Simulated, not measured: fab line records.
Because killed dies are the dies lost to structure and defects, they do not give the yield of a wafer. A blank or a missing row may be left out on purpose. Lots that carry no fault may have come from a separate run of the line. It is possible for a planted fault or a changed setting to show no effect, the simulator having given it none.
Which tool was responsible? | flow n5_finfet | 12 lots (36 wafers sampled), 1 step of a 1938-step route

WHAT THE GAUGES SHOWED, per wafer
N5_BEOL_M9_OVL_MEAS_12.
lot  | measured     | on         | M9_OVL (nm)
L075 | day 10 07:17 | overlay-01 | -0.4 -0.4 -1.2
L076 | day 10 13:46 | overlay-01 | -0.7 -1.6 -1.3
L078 | day 11 18:54 | overlay-01 | -0.9 -1.6 -0.5
L080 | day 12 05:25 | overlay-01 | -0.4 -0.6 -0.3
L085 | day 12 13:39 | overlay-01 | -1.4 -1.5 -0.9
L087 | day 12 21:47 | overlay-01 | -0.7 -0.9 -0.9
L086 | day 13 00:13 | overlay-02 | -1.7 -1.9 0.2
L089 | day 13 15:28 | overlay-01 | -0.5 0.3 -0.6
L092 | day 14 17:15 | overlay-02 | -0.1 -1.5 0.4
L093 | day 15 03:40 | overlay-02 | -0.9 -0.8 -0.7
L097 | day 15 19:05 | overlay-01 | -0.4 -0.1 0.3
L095 | day 16 00:23 | overlay-01 | 0.6 -0.4 0.1

WHICH TOOL RAN EACH LOT (tool, then ch and the chambers of the sampled wafers, then the start)
Before these readings, the record contains no process step.

THE ANSWER, worked out from the rows above alone
Rule: usual is defined by the lots themselves. Put in order of their means at a reading, lots are off if they are a third of the lots or fewer, leave a main group of 4 or more, and stand apart from it by a gap of 3 or more times the standard deviation of the main group's means; of several such gaps the widest counts. Not used: any main group whose means are identical at the precision the tables above print for the reading. Also off: a lot with no number at a reading for which 4 or more lots have one. The other lots that the step has rows for count as sound.
Nothing can be told from this: no lot is off at any reading shown.

WHAT WAS PUT IN BY THE SIMULATOR
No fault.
